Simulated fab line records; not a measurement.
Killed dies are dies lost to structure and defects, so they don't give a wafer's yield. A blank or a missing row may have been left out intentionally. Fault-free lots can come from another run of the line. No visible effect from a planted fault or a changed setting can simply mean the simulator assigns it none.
Which of the tools did it?    flow nand harc    15 lots, 45 wafers sampled, at 4 steps of a route of 1302

## WHAT EACH GAUGE READ, for each wafer
The record holds no reading of a measuring or inspecting step that can be judged against a usual standard deviation.

## EACH LOT AND THE TOOL THAT RAN IT (in order: tool; ch and the chambers of the sampled wafers; start)
lot   NHARC_A_STAIRCASE_ETCH_19                      NHARC_A_STAIRCASE_TRIM_22                      NHARC_A_STAIRCASE_PEB_182          NHARC_A_STAIRCASE_ETCH_188
L334  rie diel-05 ch 0,3, day 15 23:11 or earlier    rie diel-11 ch 0,1,2, day 15 23:11 or earlier  litho track-02 ch 0, day 15 23:11  rie diel-10 ch 0,2,3, no start
L333  rie diel-11 ch 0,2, day 15 23:37 or earlier    rie diel-11 ch 0,2,3, day 15 23:37 or earlier  litho track-03 ch 0, day 15 23:37  rie diel-10 ch 0,1,2, no start
L338  rie diel-05 ch 0,1,2, day 18 01:33 or earlier  rie diel-05 ch 0,3, day 18 01:33 or earlier    litho track-03 ch 0, day 18 01:33  rie diel-10 ch 2,3, no start
L340  rie diel-05 ch 0,3, day 18 14:23 or earlier    rie diel-05 ch 0,3, day 18 14:23 or earlier    litho track-07, day 18 14:23       rie diel-11 ch 0,2, no start
L339  rie diel-11 ch 0,2,3, day 18 12:05             rie diel-05 ch 1,2,3, day 18 14:43 or earlier  litho track-03, day 18 14:43       rie diel-05 ch 0,2, no start
L341  rie diel-10 ch 0,1,3, day 19 02:42 or earlier  rie diel-11 ch 1,3, day 19 02:42 or earlier    litho track-03, day 19 02:42       rie diel-05 ch 2,3, no start
L347  rie diel-05 ch 0,1, day 22 07:23 or earlier    rie diel-10 ch 0,1, day 22 07:23 or earlier    litho track-02 ch 0, day 22 07:23  rie diel-05 ch 2,3, no start
L349  rie diel-05 ch 0,1, day 22 07:33 or earlier    rie diel-05 ch 1,2, day 22 07:33 or earlier    litho track-03 ch 0, day 22 07:33  rie diel-11 ch 1,2, no start
L346  rie diel-11 ch 0,1, day 22 08:42 or earlier    rie diel-05 ch 0,2,3, day 22 08:42 or earlier  litho track-03 ch 0, day 22 08:42  rie diel-11 ch 0,2, no start
L348  rie diel-11 ch 0,1, day 22 10:56 or earlier    rie diel-10 ch 1,2, day 22 10:56 or earlier    litho track-02 ch 0, day 22 10:56  rie diel-10 ch 0,2,3, no start
L351  rie diel-05 ch 0,1,3, day 23 00:46 or earlier  rie diel-05 ch 1,2,3, day 23 00:46 or earlier  litho track-07 ch 0, day 23 00:46  rie diel-10 ch 0,1,2, no start
L350  rie diel-11 ch 1,3, day 23 02:35 or earlier    rie diel-11 ch 0,1, day 23 02:35 or earlier    litho track-07 ch 0, day 23 02:35  rie diel-05 ch 0,3, no start
L352  rie diel-11 ch 0,1,2, day 24 02:32 or earlier  rie diel-11 ch 1,2,3, day 24 02:32 or earlier  litho track-02 ch 0, day 24 02:32  rie diel-05 ch 0,1, no start
L353  rie diel-05 ch 0,1,2, day 24 03:17 or earlier  rie diel-05 ch 0,1,3, day 24 03:17 or earlier  litho track-02 ch 0, day 24 03:17  rie diel-10 ch 0,1,2, no start
L356  rie diel-10 ch 0,3, day 25 08:51 or earlier    rie diel-05 ch 0,2, day 25 08:51 or earlier    litho track-07 ch 0, day 25 08:51  rie diel-05 ch 0,1,2, no start
- NHARC_A_STAIRCASE_ETCH_19: etches the open film in C4F8/O2, target depth 100 nm, time 40.5 s.
- NHARC_A_STAIRCASE_TRIM_22: chemistry O2, time 211.2 s.
- NHARC_A_STAIRCASE_PEB_182: peb time 130 s.
- NHARC_A_STAIRCASE_ETCH_188: etches the open film in C4F8/O2, target depth 100 nm, time 40.5 s.

## WHAT THE TOOLS THEMSELVES READ (means of the sampled wafers that have a number; where no wafer has one, the mark that the record gives instead)
NHARC_A_STAIRCASE_ETCH_19.
lot   tool         oes product au (a.u.)  rf vpp V (V)
L334  rie diel-05  0.948                  889
L333  rie diel-11  0.922                  903
L338  rie diel-05  0.950                  894
L340  rie diel-05  0.964                  889
L339  rie diel-11  0.999                  901
L341  rie diel-10  0.939                  900
L347  rie diel-05  0.944                  899
L349  rie diel-05  0.954                  899
L346  rie diel-11  0.919                  904
L348  rie diel-11  0.924                  902
L351  rie diel-05  0.961                  894
L350  rie diel-11  0.938                  901
L352  rie diel-11  0.936                  903
L353  rie diel-05  0.957                  894
L356  rie diel-10  0.925                  898

NHARC_A_STAIRCASE_TRIM_22.
lot   tool         drypump motor current A (A)  oes product au (a.u.)  rf vpp V (V)  showerhead plenum p Torr (Torr)  throttle valve pct (%)
L334  rie diel-11  5.8                          1.001                  58.3          3.75                             17.034
L333  rie diel-11  5.9                          0.993                  57.4          3.66                             17.041
L338  rie diel-05  6.2                          1.005                  57.2          3.34                             17.037
L340  rie diel-05  6.1                          1.025                  57.6          3.34                             17.031
L339  rie diel-05  6.1                          1.017                  57.6          3.46                             17.040
L341  rie diel-11  5.9                          1.013                  57.1          3.61                             17.039
L347  rie diel-10  5.4                          0.999                  57.1          3.54                             17.044
L349  rie diel-05  6.1                          1.007                  57.5          3.59                             17.036
L346  rie diel-05  6.2                          1.019                  58.0          3.34                             17.037
L348  rie diel-10  5.4                          0.988                  58.1          3.54                             17.031
L351  rie diel-05  6.0                          1.012                  58.1          3.44                             17.037
L350  rie diel-11  5.5                          0.977                  58.2          3.73                             17.031
L352  rie diel-11  5.9                          0.995                  58.3          3.66                             17.039
L353  rie diel-05  6.2                          1.010                  57.4          3.47                             17.046
L356  rie diel-05  6.3                          1.015                  57.7          3.33                             17.035

NHARC_A_STAIRCASE_PEB_182.
lot   tool            chill plate temp C (C)  exhaust pa (Pa)
L334  litho track-02  23.13                   45.6
L333  litho track-03  22.85                   45.2
L338  litho track-03  23.06                   46.0
L340  litho track-07  -                       -
L339  litho track-03  -                       -
L341  litho track-03  -                       -
L347  litho track-02  23.11                   44.8
L349  litho track-03  22.95                   44.7
L346  litho track-03  22.96                   45.4
L348  litho track-02  23.08                   44.6
L351  litho track-07  23.04                   46.3
L350  litho track-07  22.92                   44.6
L352  litho track-02  23.04                   44.7
L353  litho track-02  22.93                   43.8
L356  litho track-07  22.98                   45.9

NHARC_A_STAIRCASE_ETCH_188.
lot   tool         oes product au (a.u.)  rf vpp V (V)
L334  rie diel-10  0.964                  893
L333  rie diel-10  0.938                  897
L338  rie diel-10  0.941                  889
L340  rie diel-11  0.934                  903
L339  rie diel-05  0.951                  891
L341  rie diel-05  1.003                  888
L347  rie diel-05  0.972                  887
L349  rie diel-11  0.920                  904
L346  rie diel-11  0.911                  902
L348  rie diel-10  0.939                  898
L351  rie diel-10  0.919                  895
L350  rie diel-05  0.977                  890
L352  rie diel-05  0.955                  899
L353  rie diel-10  0.951                  896
L356  rie diel-05  0.953                  893

## THE ANSWER, worked out from the rows above alone
Rule: usual is defined by the lots themselves. Put in order of their means at a reading, lots are off if they are a third of the lots or fewer, leave a main group of 4 or more, and stand apart from it by a gap of 3 or more times the standard deviation of the main group's means; of several such gaps the widest counts. Not used: any main group whose means are identical at the precision the tables above print for the reading. A lot without any number at a reading at which 4 lots or more have one is off too. The other lots that the step has rows for count as sound. After the gauges, taken in route order, come the tools' own readings; for these a lot's mean is taken, as printed above. The first step at which some lot is off is used, and at that step the reading that is off furthest; a lot without a number counts as furthest.
Off, at NHARC_A_STAIRCASE_PEB_182 on chill plate temp C: L340, L339, L341. Without a number there: L340, L339, L341. Mean 23.00 C and standard deviation 0.082 in the main group.
If a tool, at that step or one of the process steps before it, ran each lot that is off and ran no sound lot following the first of them, it fits. NHARC_A_STAIRCASE_ETCH_19 gives no start for some lots, so the hours and the order of its lots are those of NHARC_A_STAIRCASE_PEB_182. NHARC_A_STAIRCASE_TRIM_22 gives no start for some lots, so the hours and the order of its lots are those of NHARC_A_STAIRCASE_PEB_182. Not one of the candidates tried fits.

## WHAT WAS PUT IN BY THE SIMULATOR
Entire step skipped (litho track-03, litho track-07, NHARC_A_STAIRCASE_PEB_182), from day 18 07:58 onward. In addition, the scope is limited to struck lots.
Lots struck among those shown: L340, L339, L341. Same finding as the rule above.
